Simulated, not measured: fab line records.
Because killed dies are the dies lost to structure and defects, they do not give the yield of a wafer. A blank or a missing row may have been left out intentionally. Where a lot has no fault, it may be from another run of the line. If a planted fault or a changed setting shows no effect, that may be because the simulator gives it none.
Chamber matching ; flow n5 finfet ; N5_FIN_CUT_STRIP_22 on rie diel-06: 4 sister chambers
The step strips in N2/H2. 20 wafers are shown with their chamber, then 10 later ones without.

== WAFERS PAIRED WITH THEIR CHAMBERS ==
wafer;chamber;showerhead plenum p Torr (Torr);drypump motor current A (A);throttle valve pct (%)
L075.1;1;3.46;5.5;18.7
L075.3;0;3.37;6.3;18.0
L075.6;3;3.28;5.4;18.7
L080.2;3;3.28;5.4;18.2
L080.3;0;3.37;6.3;18.0
L080.5;0;3.37;6.3;18.0
L081.1;0;3.36;6.2;18.0
L081.2;1;3.45;5.5;18.7
L081.5;1;3.45;5.5;18.7
L082.2;1;3.45;5.5;18.7
L082.5;1;3.45;5.5;18.7
L082.6;2;3.45;5.2;18.6
L083.2;3;3.27;5.5;18.3
L083.3;1;3.45;5.6;18.7
L083.4;0;3.36;6.2;18.1
L086.3;0;3.36;6.2;18.1
L086.4;3;3.27;5.4;18.3
L086.5;1;3.45;5.5;18.8
L087.2;1;3.45;5.5;18.7
L087.3;3;3.27;5.5;18.2

SIGNATURES (means of the wafers above)
reading;chamber 0;chamber 1;chamber 2;chamber 3;scatter within a chamber
showerhead plenum p Torr;3.3650;3.4512;3.4500;3.2740;0.00473
drypump motor current A;6.250;5.513;5.200;5.440;0.0473
throttle valve pct;18.033;18.712;18.600;18.340;0.11
Rule: distance of a wafer from a chamber = root of the sum over the readings of ((wafer's reading minus chamber's mean) / reading's scatter) squared. The wafer belongs to the nearest chamber; if the next one is less than 2 further off, it can't be placed. The scatter is the square root of a quotient: the sum, over the shown wafers, of each reading's squared deviation from its chamber's mean, divided by wafers minus chambers.

== WAFERS WHOSE CHAMBER IS MISSING ==
wafer;showerhead plenum p Torr (Torr);drypump motor current A (A);throttle valve pct (%)
L087.5;3.36;6.2;18.0
L088.3;3.36;6.2;18.1
L088.5;3.45;5.5;18.7
L088.6;3.44;5.2;18.6
L093.1;3.27;5.4;18.2
L093.5;3.44;5.2;18.6
L093.6;3.45;5.5;18.7
L094.2;3.44;5.5;18.7
L094.3;3.36;6.3;18.0
L094.4;3.44;5.2;18.6

== CHAMBER TAKEN BY EACH ==
wafer;from the rows above;in truth
L087.5;0;0
L088.3;0;0
L088.5;1;1
L088.6;2;2
L093.1;3;3
L093.5;2;2
L093.6;1;1
L094.2;1;1
L094.3;0;0
L094.4;2;2
Placed correctly: 10 of 10. From these rows, 0 cannot be placed. 0 placed wrongly.
